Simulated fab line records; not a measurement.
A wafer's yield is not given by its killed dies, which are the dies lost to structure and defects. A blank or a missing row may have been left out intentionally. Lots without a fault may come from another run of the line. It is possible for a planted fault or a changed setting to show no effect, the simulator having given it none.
fab line records	flow n5-finfet
[record] lots = 11	wafers = 33	last-day = 20
route steps=1938 shown BEOL_M11@1549 PASSIVATION@1936
lots with no fault: from the same line, run without faults
start-h: hours from the record's first day to the start of the lot's first wafer shown	wait-h: how many hours have passed since the lot's step before this one	" same as the row above	L1.1+2: one row covering several wafers at once	- no value, or no start given	* or withheld: withheld	< > ~ a bound
route shown NAME@n: NAME is a module with steps in the file, n the number in the route of the first one	usual: average and standard deviation across the fault-free wafers	same: alike in all rows	chamber/n: place in a boat	sites: per-site readings	_std_site: how widely they spread, as a standard deviation	_edge_site: inner sites' mean taken away from outer sites' mean	radius-mm: how far each site lies from the wafer's centre	mask NAME#n: copy n	behind: the tool/chamber that last shaped the wafer	hold: why the lot was held/for how many hours/how that ended	device: transistor that didn't switch, given as n, p or np	end of line: the route-end tests of the same wafers	for a step that has no rows: nothing shown but its recipe	killed: not the wafer's yield, but the dies lost to structure and defects at the first sort	map: a wafer's dies, x killed, . not, _ none there
set.NAME: the setting as run; set.NAME@STEP: as run at that earlier step	model.NAME: the simulator's own value behind a step, which no gauge read
a sample of lots followed through the steps of the route, with each step as a table and each wafer as a row
services: when a tool's chamber went out of use (start-h, in hours from the record's first day, below 0 if earlier), for how many hours, and the reason
[[steps]]
[step N5_BEOL_M11_CD_MEAS_11]
[recipe] target-cd-nm = 64.1	landing-energy-ev = 500	detector = se-inlens	polarity = opening
[usual] cd-nm = 64.2/0.51
lot.wafer	tool	chamber	start-h	wait-h	cd-nm
L426.2	cd-sem-02	0	274.50	-	64.2
L426.3	"	0	"	"	64.0
L426.5	"	0	"	"	63.6
L425.1	cd-sem-03	0	274.70	-	64.1
L425.4	"	0	"	"	63.6
L425.5	"	0	"	"	63.9
L428.1	cd-sem-01	0	290.97	-	64.0
L428.4	"	0	"	"	64.9
L428.6	"	0	"	"	64.7
L427.1	cd-sem-02	0	295.19	-	63.5
L427.4	"	0	"	"	63.8
L427.5	"	0	"	"	64.0
L429.4	cd-sem-01	0	299.15	-	64.3
L429.5	"	0	"	"	64.1
L429.6	"	0	"	"	64.0
L436.1	cd-sem-02	0	329.93	-	64.4
L436.4	"	0	"	"	64.3
L436.5	"	0	"	"	64.9
L442.2	cd-sem-03	0	363.85	-	63.9
L442.4	"	0	"	"	63.9
L442.5	"	0	"	"	64.3
L444.2	cd-sem-02	0	373.54	-	63.8
L444.4	"	0	"	"	64.0
L444.5	"	0	"	"	63.4
L445.1	cd-sem-02	0	396.44	-	64.4
L445.3	"	0	"	"	64.4
L445.6	"	0	"	"	64.0
L446.2	cd-sem-03	0	401.83	-	64.1
L446.4	"	0	"	"	64.6
L446.6	"	0	"	"	64.8
L447.1	cd-sem-03	0	420.72	-	64.1
L447.2	"	0	"	"	65.0
L447.5	"	0	"	"	63.8
[step N5_BEOL_M11_DESCUM_16]
[recipe] chemistry = O2	time-s = 7.9	source-power-w = 50	bias-power-w = 20	pressure-mtorr = 20	rf-frequency-hz = 2.712e+07	temp-c = 40	resist = CAR-ArF	o2-flow-sccm = 225
[usual] drypump-motor-current-A = 5.8/0.52	oes-product-au = 0.80/0.084	rf-vpp-V = 242.7/1.3	showerhead-plenum-p-Torr = 2.07/0.063	throttle-valve-pct = 20.32/0.21
lot.wafer	tool	chamber	start-h	wait-h	drypump-motor-current-A	oes-product-au	rf-hours-counter-h	rf-vpp-V	showerhead-plenum-p-Torr	throttle-valve-pct
L426.2	rie-diel-05	1	274.79	0.2	6.0	0.73	179	243.8	2.08	20.19
L426.3	"	2	"	"	5.3	0.87	55	242.7	2.03	20.25
L426.5	"	3	"	"	5.8	0.74	-	243.5	2.19	20.22
L425.1	rie-diel-06	2	274.91	0.2	6.6	1.00	1	243.0	2.06	20.34
L425.4	"	2	"	"	6.6	1.00	-	241.9	2.06	20.35
L425.5	"	3	"	"	5.8	0.77	-	242.2	2.02	20.66
L428.1	rie-diel-06	0	291.24	0.2	6.2	1.01	1	242.2	2.06	19.90
L428.4	"	3	"	"	5.8	0.76	138	241.6	2.02	20.65
L428.6	"	0	"	"	6.2	0.99	-	242.4	2.06	19.89
L427.1	rie-diel-02	3	295.28	0.0	4.7	0.80	95	241.6	2.02	20.12
L427.4	"	0	"	"	5.8	0.78	125	242.1	2.11	20.13
L427.5	"	0	"	"	5.8	0.78	-	242.9	2.11	20.13
L429.4	rie-diel-05	1	299.25	0.0	6.0	0.73	-	242.9	2.08	20.22
L429.5	"	2	"	"	5.3	0.87	-	240.3	2.03	20.25
L429.6	"	3	"	"	5.8	0.73	-	244.9	2.18	20.23
L436.1	rie-diel-02	1	330.02	0.0	6.4	0.81	77	246.1	2.22	20.44
L436.4	"	2	"	"	6.1	0.77	113	242.9	2.11	20.55
L436.5	"	0	"	"	5.8	0.76	-	242.8	2.11	20.14
L442.2	rie-diel-06	3	364.22	0.3	5.8	0.74	164	242.1	2.01	20.70
L442.4	"	1	"	"	5.2	0.76	151	242.8	2.02	20.49
L442.5	"	1	"	"	5.2	0.76	-	240.6	2.02	20.51
L444.2	rie-diel-05	3	373.64	0.0	5.8	0.71	201	245.0	2.18	20.26
L444.4	"	2	"	"	5.3	0.84	82	242.6	2.02	20.28
L444.5	"	1	"	"	6.0	0.71	-	242.5	2.07	20.23
L445.1	rie-diel-05	1	396.73	0.2	5.9	0.70	213	242.3	2.07	20.27
L445.3	"	0	"	"	5.1	0.72	218	245.5	2.16	20.31
L445.6	"	2	"	"	5.3	0.83	-	241.5	2.02	20.31
L446.2	rie-diel-05	3	401.92	0.0	5.8	0.71	209	243.2	2.17	20.26
L446.4	"	0	"	"	5.0	0.73	218	245.0	2.16	20.32
L446.6	"	2	"	"	5.3	0.83	-	242.9	2.02	20.31
L447.1	rie-diel-06	1	420.96	0.2	5.2	0.74	168	242.4	2.01	20.53
L447.2	"	0	"	"	6.2	0.90	34	242.1	2.05	19.94
L447.5	"	0	"	"	6.2	0.90	-	242.8	2.05	19.94
[step N5_BEOL_M11_VIA_ETCH_34]
[recipe] chemistry = C4F6/O2	target = SiCOH_lowk	target-depth-a = 1845	mask-material = SOC	taper-deg = 4	time-s = 69.2	ion-energy-ev = 250	pressure-mtorr = 30	source-w = 345	bias-w = 185	Ar_flow_sccm = 300	C4F6_flow_sccm = 10	O2_flow_sccm = 10
[usual] drypump-motor-current-A = 5.8/0.56	oes-product-au = 0.80/0.078	rf-vpp-V = 667/6.8	showerhead-plenum-p-Torr = 2.82/0.084	throttle-valve-pct = 20.78/0.2
lot.wafer	tool	chamber	start-h	wait-h	drypump-motor-current-A	oes-product-au	rf-hours-counter-h	rf-vpp-V	showerhead-plenum-p-Torr	throttle-valve-pct
L426.2	rie-diel-05	1	278.84	0.0	6.0	0.73	181	657	2.83	20.62
L426.3	"	3	"	"	5.8	0.73	174	670	2.94	20.56
L426.5	"	2	"	"	5.3	0.87	-	667	2.78	20.78
L425.1	rie-diel-02	1	282.11	0.0	6.4	0.84	61	669	3.02	20.89
L425.4	"	0	"	"	5.7	0.79	122	672	2.87	20.60
L425.5	"	3	"	"	4.8	0.80	-	669	2.75	20.59
L428.1	rie-diel-06	2	294.00	0.0	6.6	0.96	7	662	2.79	20.77
L428.4	"	1	"	"	5.2	0.76	127	672	2.74	20.85
L428.6	"	1	"	"	5.2	0.77	-	670	2.74	20.85
L427.1	rie-diel-02	0	298.65	0.0	5.8	0.78	126	671	2.87	20.59
L427.4	"	2	"	"	6.1	0.79	101	681	2.88	21.02
L427.5	"	3	"	"	4.7	0.80	-	668	2.74	20.57
L429.4	rie-diel-02	2	300.66	0.0	6.1	0.78	102	682	2.88	21.03
L429.5	"	3	"	"	4.7	0.79	-	669	2.74	20.58
L429.6	"	2	"	"	6.1	0.79	-	683	2.88	21.02
L436.1	rie-diel-06	2	331.21	0.0	6.6	1.12	20	661	2.79	20.83
L436.4	"	3	"	"	5.8	0.76	153	663	2.74	21.11
L436.5	"	0	"	"	6.2	0.96	-	657	2.80	20.44
L442.2	rie-diel-02	0	365.49	0.0	5.8	0.76	147	671	2.86	20.64
L442.4	"	2	"	"	6.1	0.76	126	680	2.87	21.07
L442.5	"	2	"	"	6.1	0.76	-	681	2.87	21.07
L444.2	rie-diel-02	0	376.03	0.0	5.8	0.76	150	671	2.86	20.64
L444.4	"	3	"	"	4.7	0.76	123	669	2.73	20.62
L444.5	"	2	"	"	6.1	0.77	-	681	2.86	21.06
L445.1	rie-diel-06	3	400.76	0.0	5.8	0.73	175	663	2.73	21.15
L445.3	"	2	"	"	6.6	0.89	42	661	2.78	20.78
L445.6	"	2	"	"	6.6	0.89	-	661	2.78	20.81
L446.2	rie-diel-06	0	403.54	0.0	6.2	0.91	29	655	2.79	20.44
L446.4	"	1	"	"	5.2	0.74	163	671	2.73	20.91
L446.6	"	3	"	"	5.8	0.73	-	663	2.73	21.17
L447.1	rie-diel-02	3	423.17	0.0	4.7	0.74	135	668	2.73	20.63
L447.2	"	2	"	"	6.1	0.74	141	680	2.86	21.09
L447.5	"	2	"	"	6.1	0.74	-	681	2.86	21.08
[step N5_BEOL_M11_PRE_CLEAN_45]
[recipe] gas = H2/He	time-s = 30	temp-c = 250
[usual] heater-power-w = 331/20
lot.wafer	tool	chamber	start-h	wait-h	heater-power-w
L426.2	pvd-sputter-03	-	279.91	0.0	305
L426.3	"	-	"	"	358
L426.5	"	-	"	"	346
L425.1	pvd-sputter-03	-	283.09	0.0	319
L425.4	"	-	"	"	328
L425.5	"	-	"	"	320
L428.1	pvd-sputter-02	-	295.26	0.0	353
L428.4	"	-	"	"	357
L428.6	"	-	"	"	318
L427.1	pvd-sputter-03	-	299.49	0.0	306
L427.4	"	-	"	"	354
L427.5	"	-	"	"	356
L429.4	pvd-sputter-03	-	301.50	0.0	327
L429.5	"	-	"	"	314
L429.6	"	-	"	"	350
L436.1	pvd-sputter-01	-	332.51	0.0	339
L436.4	"	-	"	"	336
L436.5	"	-	"	"	342
L442.2	pvd-sputter-03	-	367.05	0.0	328
L442.4	"	-	"	"	321
L442.5	"	-	"	"	356
L444.2	pvd-sputter-02	-	376.98	0.0	357
L444.4	"	-	"	"	352
L444.5	"	-	"	"	341
L445.1	pvd-sputter-02	-	402.19	0.0	355
L445.3	"	-	"	"	320
L445.6	"	-	"	"	320
L446.2	pvd-sputter-02	-	405.79	0.0	354
L446.4	"	-	"	"	319
L446.6	"	-	"	"	322
L447.1	pvd-sputter-03	-	424.14	0.0	297
L447.2	"	-	"	"	329
L447.5	"	-	"	"	354
[step N5_PASSIVATION_PROBE_49]
[usual] defect-limited-yield = 91.1/1.5	killed_at_M0_to_M3 = 36/11	killed_at_M4_up = 14/5.6	killed-at-contacts = 11/5.6	killed-at-front-end = 40/12	killed-at-other = 4/3.2	killed-dies = 105/17	killed-on-rim = 14/3.4	killed-open = 69/12	killed-short = 34/8.4	sort_bin_5_function = 5.2/0.95	sort_bin_6_memory = 3.3/0.63	sort-n-pass = 1075/17	sort-yield-pct = 91.1/1.5
[same] gross-dies = 1180	killed-at-back-side = 0	sort_bin_4_leakage[%] = 0	sort_bin_8_speed[%] = 0
lot.wafer	tool	chamber	start-h	wait-h	defect-limited-yield[%]	killed_at_M0_to_M3	killed_at_M4_up	killed-at-contacts	killed-at-front-end	killed-at-other	killed-dies	killed-on-rim	killed-open	killed-short	sort_bin_5_function[%]	sort_bin_6_memory[%]	sort-n-pass	sort-yield-pct[%]
L426.2	prober-02	-	324.46	0.1	92.6	34	7	12	29	5	87	11	55	31	4.4	2.7	1093	92.6
L426.3	prober-02	-	324.51	0.1	90.4	25	19	21	38	10	113	19	70	36	5.3	3.7	1067	90.4
L426.5	prober-02	-	324.61	0.2	92.5	23	10	19	26	11	89	14	49	39	5.0	2.2	1091	92.5
L428.1	prober-01	-	339.11	0.0	93.5	21	6	10	39	1	77	8	46	31	4.3	1.9	1103	93.5
L428.4	prober-01	-	339.26	0.2	92.2	32	9	2	47	2	92	13	53	39	4.2	3.1	1088	92.2
L428.6	prober-01	-	339.36	0.3	93.2	22	9	6	38	5	80	8	60	20	4.0	2.6	1100	93.2
L427.1	prober-01	-	345.18	0.0	92.1	25	13	13	39	3	93	13	62	31	4.6	3.1	1087	92.1
L427.4	prober-01	-	345.33	0.2	93.8	24	9	7	30	3	73	10	46	26	4.2	1.8	1107	93.8
L427.5	prober-01	-	345.38	0.2	93.5	32	11	9	21	4	77	10	49	27	3.6	2.5	1103	93.5
L436.1	prober-02	-	376.69	0.0	90.6	43	13	3	48	4	111	13	72	38	5.3	3.6	1069	90.6
L436.4	prober-02	-	376.84	0.2	90.9	22	17	23	39	6	107	20	63	40	6.0	2.8	1073	90.9
L436.5	prober-02	-	376.89	0.2	93.1	26	7	8	36	5	82	8	58	22	4.2	2.6	1098	93.1
L442.2	prober-01	-	412.54	0.1	90.3	51	20	8	33	2	114	18	69	42	5.9	3.5	1066	90.3
L442.4	prober-01	-	412.64	0.2	92.5	42	8	13	23	2	88	12	59	28	4.3	2.5	1092	92.5
L442.5	prober-01	-	412.69	0.2	89.7	45	16	22	34	4	121	12	75	46	5.7	4.3	1059	89.7
L445.1	prober-02	-	443.28	0.0	92.2	27	21	20	23	1	92	16	74	18	5.1	2.7	1088	92.2
L445.3	prober-02	-	443.38	0.1	92.9	28	6	15	34	1	84	15	56	27	3.6	3.1	1096	92.9
L445.6	prober-02	-	443.53	0.3	87.9	43	22	20	49	9	143	14	97	46	7.5	4.3	1037	87.9
// killed by level:class
L426.2 STI_FIN_REVEAL:geometric-particle:open=12 BEOL_M0_SAQP:geometric-particle:short=12 MOL_CONTACT_COAG:geometric-particle:open=10 BEOL_M2:geometric-particle:open=10 BEOL_M0_SAQP:geometric-particle:open=8 STARTING-WAFER:geometric-particle:short=6 BEOL_M8:geometric-particle:open=3 STARTING-WAFER:geometric-particle:open=3
L426.3 MOL_CONTACT_COAG:geometric-particle:open=19 BEOL_M0_SAQP:geometric-particle:short=7 BEOL_M5:geometric-particle:open=7 BEOL_M0_SAQP:geometric-particle:open=6 STI_FIN_REVEAL:geometric-particle:open=5 FIN_SAQP:geometric-particle:open=4 BEOL_M2:geometric-particle:open=4 STARTING-WAFER:geometric-particle:short=4
L426.5 MOL_CONTACT_COAG:geometric-particle:open=13 BEOL_M0_SAQP:geometric-particle:short=9 FIN_SAQP:geometric-particle:short=8 MOL_CONTACT_COAG:geometric-particle:short=6 BEOL_M2:geometric-particle:open=6 GATE_CUT:geometric-particle:short=5 BEOL_M0_SAQP:geometric-particle:open=5 BEOL_M4:geometric-particle:open=4
L428.1 FIN_SAQP:geometric-particle:short=14 BEOL_M2:geometric-particle:open=11 MOL_CONTACT_COAG:geometric-particle:open=10 GATE_CUT:geometric-particle:short=7 FIN_SAQP:geometric-particle:open=5 BEOL_M0_SAQP:geometric-particle:short=4 STARTING-WAFER:geometric-particle:open=4 STI_FIN_REVEAL:geometric-particle:open=3
L428.4 BEOL_M2:geometric-particle:open=14 FIN_SAQP:geometric-particle:open=10 FIN_SAQP:geometric-particle:short=10 STI_FIN_REVEAL:geometric-particle:open=6 BEOL_M2:geometric-particle:short=5 DUMMY_GATE:geometric-particle:open=4 GATE_CUT:geometric-particle:short=4 STARTING-WAFER:geometric-particle:short=4
L428.6 BEOL_M2:geometric-particle:open=8 FIN_SAQP:geometric-particle:open=7 STI_FIN_REVEAL:geometric-particle:open=7 GATE_CUT:geometric-particle:short=7 MOL_CONTACT_COAG:geometric-particle:open=6 BEOL_M1:geometric-particle:open=6 FIN_SAQP:geometric-particle:short=3 DUMMY_GATE:geometric-particle:open=3
L427.1 FIN_SAQP:geometric-particle:short=13 MOL_CONTACT_COAG:geometric-particle:open=12 BEOL_M0_SAQP:geometric-particle:open=8 STARTING-WAFER:geometric-particle:open=6 FIN_SAQP:geometric-particle:open=5 BEOL_M3:geometric-particle:open=5 BEOL_M2:geometric-particle:open=5 BEOL_M4:geometric-particle:open=5
L427.4 FIN_SAQP:geometric-particle:open=9 STI_FIN_REVEAL:geometric-particle:open=7 MOL_CONTACT_COAG:geometric-particle:open=7 BEOL_M0_SAQP:geometric-particle:short=5 FIN_SAQP:geometric-particle:short=4 GATE_CUT:geometric-particle:short=4 BEOL_M0_SAQP:geometric-particle:open=4 BEOL_M1:geometric-particle:open=4
L427.5 BEOL_M2:geometric-particle:open=10 MOL_CONTACT_COAG:geometric-particle:open=9 BEOL_M0_SAQP:geometric-particle:open=8 BEOL_M0_SAQP:geometric-particle:short=7 BEOL_M4:geometric-particle:open=6 FIN_SAQP:geometric-particle:short=4 FIN_SAQP:geometric-particle:open=3 BEOL_M3:geometric-particle:open=3
L436.1 BEOL_M0_SAQP:geometric-particle:open=14 STI_FIN_REVEAL:geometric-particle:open=13 BEOL_M0_SAQP:geometric-particle:short=11 BEOL_M2:geometric-particle:open=8 FIN_SAQP:geometric-particle:open=7 FIN_SAQP:geometric-particle:short=7 STI_FIN_REVEAL:geometric-particle:short=4 BEOL_M3:geometric-particle:open=4
L436.4 MOL_CONTACT_COAG:geometric-particle:open=17 BEOL_M4:geometric-particle:open=9 FIN_SAQP:geometric-particle:short=8 STI_FIN_REVEAL:geometric-particle:open=6 MOL_CONTACT_COAG:geometric-particle:short=6 BEOL_M0_SAQP:geometric-particle:short=6 BEOL_M0_SAQP:geometric-particle:open=6 BEOL_M3:geometric-particle:open=6
L436.5 STI_FIN_REVEAL:geometric-particle:open=12 MOL_CONTACT_COAG:geometric-particle:open=8 BEOL_M0_SAQP:geometric-particle:open=8 BEOL_M2:geometric-particle:open=8 DUMMY_GATE:geometric-particle:open=6 ILD0:geometric-particle:short=4 GATE_CUT:geometric-particle:short=3 BEOL_M0_SAQP:geometric-particle:short=3
L442.2 STI_FIN_REVEAL:geometric-particle:open=12 BEOL_M0_SAQP:geometric-particle:short=12 BEOL_M0_SAQP:geometric-particle:open=12 BEOL_M4:geometric-particle:short=8 FIN_SAQP:geometric-particle:open=7 MOL_CONTACT_COAG:geometric-particle:open=6 BEOL_M1:geometric-particle:open=6 BEOL_M2:geometric-particle:short=6
L442.4 MOL_CONTACT_COAG:geometric-particle:open=13 BEOL_M0_SAQP:geometric-particle:open=13 FIN_SAQP:geometric-particle:open=8 BEOL_M0_SAQP:geometric-particle:short=7 FIN_SAQP:geometric-particle:short=5 BEOL_M3:geometric-particle:open=5 BEOL_M3:geometric-particle:short=5 BEOL_M2:geometric-particle:open=4
L442.5 MOL_CONTACT_COAG:geometric-particle:open=17 FIN_SAQP:geometric-particle:open=12 BEOL_M0_SAQP:geometric-particle:short=12 FIN_SAQP:geometric-particle:short=11 BEOL_M3:geometric-particle:open=9 BEOL_M0_SAQP:geometric-particle:open=8 BEOL_M2:geometric-particle:open=7 BEOL_M4:geometric-particle:open=7
L445.1 MOL_CONTACT_COAG:geometric-particle:open=18 BEOL_M4:geometric-particle:open=17 BEOL_M2:geometric-particle:open=12 DUMMY_GATE:geometric-particle:open=7 FIN_SAQP:geometric-particle:short=6 BEOL_M0:geometric-particle:open=4 FIN_SAQP:geometric-particle:open=3 BEOL_M3:geometric-particle:open=3
L445.3 MOL_CONTACT_COAG:geometric-particle:open=12 BEOL_M2:geometric-particle:open=9 STI_FIN_REVEAL:geometric-particle:open=7 BEOL_M0_SAQP:geometric-particle:open=6 STARTING-WAFER:geometric-particle:short=5 FIN_SAQP:geometric-particle:short=4 DUMMY_GATE:geometric-particle:open=4 FIN_SAQP:geometric-particle:open=3
L445.6 BEOL_M4:geometric-particle:open=17 MOL_CONTACT_COAG:geometric-particle:open=16 BEOL_M2:geometric-particle:open=13 STI_FIN_REVEAL:geometric-particle:open=11 FIN_SAQP:geometric-particle:short=10 DUMMY_GATE:geometric-particle:open=8 BEOL_M2:geometric-particle:short=8 GATE_CUT:geometric-particle:short=7
[[services]]
tool	chamber	start-h	hours	kind
rie-diel-05	1	268.62	5.2	repair
rie-diel-06	0	269.92	-	clean
rie-diel-06	0	269.92	-	consumable-replace:focus-ring
rie-diel-06	0	269.92	19.5	scheduled-down
rie-diel-06	0	269.92	19.5	vent-cycle
pvd-sputter-02	-	295.39	5.2	repair
rie-diel-05	0	295.90	7.5	repair
rie-diel-02	-	306.21	0.9	repair
rie-diel-05	-	311.94	4.3	pm
rie-diel-06	0	313.92	13.7	repair
rie-diel-05	-	332.69	0.7	repair
pvd-sputter-02	-	366.81	8.6	repair
rie-diel-06	0	386.48	5.5	repair
pvd-sputter-02	-	396.80	1.1	repair
rie-diel-02	2	401.27	1.5	repair
[[key]]
[first-sign] step = N5_BEOL_M11_VIA_ETCH_34	reading = oes-product-au	direction = up	sigmas = 4.1	usual = 0.80	struck = 1.12
effect none on later readings
met-at N5_BEOL_M11_VIA_ETCH_34
struck-lots L436
struck-wafers L436.1
not-acting-at N5_BEOL_M11_CD_MEAS_11,N5_BEOL_M11_DESCUM_16,N5_BEOL_M11_PRE_CLEAN_45
onset-between 294.00 331.21
[fault] kind = process-parameter-drift	tool = rie-diel-06	chamber = -	onset-h = 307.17	steps = N5_BEOL_M11_VIA_ETCH_34	channel = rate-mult	offset = 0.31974	shape = step	end-h = 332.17	scope = struck-wafers-only
